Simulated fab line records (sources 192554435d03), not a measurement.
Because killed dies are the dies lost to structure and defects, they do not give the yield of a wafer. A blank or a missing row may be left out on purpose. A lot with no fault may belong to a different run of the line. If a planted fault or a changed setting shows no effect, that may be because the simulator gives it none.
Chamber matching | flow n5Finfet | rieDiel-04 running N5_BEOL_M6_ETCH_65: 4 sister chambers
The step etches SiARC in CF4, target depth 15.6 nm, time 26 s. 22 wafers are shown with their chamber, then 11 later ones without.

## WAFERS, EACH WITH ITS CHAMBER
wafer  | chamber | drypumpMotorCurrentA (A) | showerheadPlenumPTorr (Torr) | throttleValvePct (%)
L075.1 | 2       | 5.8                      | 2.11                         | 15.81
L075.3 | 3       | 6.5                      | 2.20                         | 15.66
L075.5 | 3       | 6.5                      | 2.20                         | 15.66
L077.2 | 1       | 5.4                      | 2.17                         | 15.38
L077.3 | 2       | 5.7                      | 2.11                         | 15.84
L077.6 | 3       | 6.5                      | 2.20                         | 15.67
L079.1 | 3       | 6.5                      | 2.20                         | 15.69
L079.2 | 2       | 5.8                      | 2.11                         | 15.82
L079.5 | 2       | 5.8                      | 2.11                         | 15.84
L080.1 | 1       | 5.4                      | 2.17                         | 15.39
L080.4 | 0       | 5.2                      | 2.11                         | 15.09
L080.5 | 1       | 5.4                      | 2.17                         | 15.39
L085.3 | 2       | 5.8                      | 2.10                         | 15.36
L085.5 | 1       | 5.4                      | 2.16                         | 15.41
L085.6 | 2       | 5.8                      | 2.10                         | 15.36
L087.3 | 2       | 5.7                      | 2.10                         | 15.38
L087.4 | 1       | 5.4                      | 2.16                         | 15.43
L087.5 | 2       | 5.8                      | 2.10                         | 15.38
L089.2 | 2       | 5.8                      | 2.10                         | 15.40
L089.4 | 3       | 6.5                      | 2.19                         | 15.73
L089.5 | 1       | 5.4                      | 2.16                         | 15.42
L090.1 | 3       | 6.5                      | 2.19                         | 15.73

SIGNATURES (means of the wafers above)
reading               | chamber 0 | chamber 1 | chamber 2 | chamber 3 | scatter within a chamber
drypumpMotorCurrentA  | 5.200     | 5.400     | 5.778     | 6.500     | 0.0294
showerheadPlenumPTorr | 2.1100    | 2.1650    | 2.1044    | 2.1967    | 0.0053
throttleValvePct      | 15.0900   | 15.4033   | 15.5767   | 15.6900   | 0.16
Rule: a wafer lies at a distance from a chamber equal to the root of the sum of squares, over the readings, of (its reading less the chamber's mean, divided by the reading's scatter). The wafer belongs to the nearest chamber; if the next one is less than 2 further off, it can't be placed. The scatter: take each reading less its chamber's mean, square it, sum over the shown wafers, divide by the number of wafers less the number of chambers, and take the root.

## WAFERS WHOSE CHAMBER IS MISSING
wafer  | drypumpMotorCurrentA (A) | showerheadPlenumPTorr (Torr) | throttleValvePct (%)
L090.3 | 5.4                      | 2.16                         | 15.45
L090.5 | 6.5                      | 2.19                         | 15.74
L093.2 | 5.2                      | 2.10                         | 15.15
L093.4 | 5.7                      | 2.10                         | 15.40
L093.6 | 5.2                      | 2.10                         | 15.14
L091.3 | 6.5                      | 2.19                         | 15.75
L091.5 | 5.4                      | 2.16                         | 15.44
L091.6 | 5.8                      | 2.10                         | 15.39
L095.1 | 6.5                      | 2.18                         | 15.73
L095.3 | 5.4                      | 2.15                         | 15.46
L095.6 | 5.4                      | 2.15                         | 15.48

## THE CHAMBER EACH PASSED THROUGH
wafer  | from the rows above | in truth
L090.3 | 1                   | 1
L090.5 | 3                   | 3
L093.2 | 0                   | 0
L093.4 | 2                   | 2
L093.6 | 0                   | 0
L091.3 | 3                   | 3
L091.5 | 1                   | 1
L091.6 | 2                   | 2
L095.1 | 3                   | 3
L095.3 | 1                   | 1
L095.6 | 1                   | 1
Correct placement for 11 of the 11. Number that these rows cannot place: 0. Placed wrongly: 0.
